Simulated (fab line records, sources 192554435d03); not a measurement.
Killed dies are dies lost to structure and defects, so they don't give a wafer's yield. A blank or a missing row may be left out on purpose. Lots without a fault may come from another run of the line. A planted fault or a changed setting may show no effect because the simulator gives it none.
A struck lot beside a sound one | flow n5_finfet | 24 steps out of a route of 1938
Sound: wafers L428.1, L428.2, L428.3. Struck: wafers L436.1, L436.3, L436.6. The cause comes at the end.
At each step with rows: each side's tool, then ch and its chambers, then its first start. Under that, the readings that differ: sound wafers | struck wafers | difference of the means | sigmas: that difference in standard deviations of wafers without a fault.
alike: readings whose means differ by less than 2 such deviations, and words and numbers that are the same on both sides. not compared: withheld readings, readings that some wafer has no value for, bounds like >300 that may hide the same value, and numbers for which the record gives no deviation and whose values overlap.
The two part at a step that has a row with sigmas, a row that says differs or no value, or rows on one side only. Numbers that don't overlap but have no deviation are shown without sigmas and don't part them. A reading that every wafer of one side lacks parts them only if that side has two wafers or more.

first, 9 steps without rows for these wafers: N5_BEOL_M1_PEB_09 (peb time 60 s); N5_BEOL_M1_DEVELOP_10 (develop time 30 s); N5_BEOL_M1_DESCUM_16 (chemistry O2, time 7 s); N5_BEOL_M1_ETCH_74 (etches underlayer in N2/H2, target depth 6.5 nm, time 5.2 s); N5_BEOL_M1_ETCH_63 (etches SiARC in CF4, target depth 15.6 nm, time 26 s); N5_BEOL_M1_ETCH_64 (etches SOC in N2/H2, target depth 75 nm, overetch 15 nm, time 112.5 s); N5_BEOL_M1_STRIP_65 (strips in N2/H2); N5_BEOL_M1_STRIP_75 (strips in N2/H2); N5_BEOL_M1_STRIP_66 (strips in CF4).
N5_BEOL_M1_HM_OPEN_17: chemistry Cl2/BCl3, target TiN, target depth 20 nm, overetch 6 nm.
  sound on rie_metal-02 ch 0,1, day 8 11:28; struck on rie_metal-03 ch 0,1, day 10 19:07
  reading                     | sound          | struck         | difference | sigmas
  drypump_motor_current_A (A) | 6.6 5.6 6.6    | 5.6 5.3 5.3    | -0.9       | -2
  oes_product_au (a.u.)       | 0.86 0.72 0.85 | 0.61 0.58 0.58 | -0.22      | -3
  alike: throttle_valve_pct
  not compared: rf_hours_counter_h
then, 10 steps without rows for these wafers: N5_BEOL_M1_STRIP_19 (strips in O2); N5_BEOL_M1_COAT_67 (time 60 s, resist thk 60 nm); N5_BEOL_M1_COAT_68 (time 60 s, resist thk 12 nm); N5_BEOL_M1_COAT_76 (time 60 s, resist thk 5 nm); N5_BEOL_M1_COAT_22 (resist thk 30 nm); N5_BEOL_M1_EBR_24; N5_BEOL_M1_SOFTBAKE_23 (time 60 s); N5_BEOL_M1_EXPOSE_25 (exposes mask V0, defocus 5 nm, target cd 24 nm); N5_BEOL_M1_PEB_26 (peb time 60 s); N5_BEOL_M1_DEVELOP_27 (develop time 30 s).
N5_BEOL_M1_INSPECT_30: inspects for defects (brightfield).
  sound on defect_inspect-02, day 8 12:03; struck on defect_inspect-01, day 10 19:51
  reading          | sound       | struck         | difference | sigmas
  raw_defect_count | 476 581 532 | 1050 1023 1055 | +513       | +3
then, 1 step without rows for these wafers: N5_BEOL_M1_DESCUM_33 (chemistry O2, time 7 s).
N5_BEOL_M4_RC_MEAS_101:
  sound on prober-01 ch 0, day 10 13:37; struck on prober-02 ch 0, day 12 18:27
  reading   | sound          | struck         | difference | sigmas
  VT_P (mV) | -257 -253 -258 | -247 -251 -247 | +8         | +2
  alike: DIBL_N, DIBL_P, IOFF_N, IOFF_P, ION_N, ION_P, SS_N, SS_P, VT_N
-- the record jumps here: 5 days lie between the struck wafers' starts before and after (it left off in module BEOL_M4 and takes up again in module PASSIVATION, whose first step shown is number 1936 of the route) --
N5_PASSIVATION_PROBE_49:
  sound on prober-01, day 14 23:17; struck on prober-02, day 17 13:18
  reading                  | sound          | struck         | difference | sigmas
  defect_limited_yield (%) | 91.5 90.9 89.8 | 82.6 81.9 81.4 | -8.8       | -6
  killed_at_M0_to_M3       | 31 35 49       | 159 159 159    | +121       | +13
  killed_dies              | 100 107 120    | 205 214 220    | +104       | +6
  killed_on_rim            | 13 15 14       | 27 20 21       | +9         | +3
  sort_bin_5_function (%)  | 4.7 5.3 5.8    | 10.8 10.2 12.3 | +5.8       | +7
  sort_n_pass              | 1080 1073 1060 | 975 966 960    | -104       | -4
  sort_yield_pct (%)       | 91.5 90.9 89.8 | 82.6 81.9 81.4 | -8.8       | -4
  alike: killed_at_M4_up, killed_at_contacts, killed_at_front_end, killed_at_other, killed_open, killed_short, sort_bin_4_leakage, sort_bin_6_memory, sort_bin_8_speed

WHERE THEY PART
First at N5_BEOL_M1_HM_OPEN_17; last, within this record, at N5_PASSIVATION_PROBE_49.

WHY: what the simulator had put in
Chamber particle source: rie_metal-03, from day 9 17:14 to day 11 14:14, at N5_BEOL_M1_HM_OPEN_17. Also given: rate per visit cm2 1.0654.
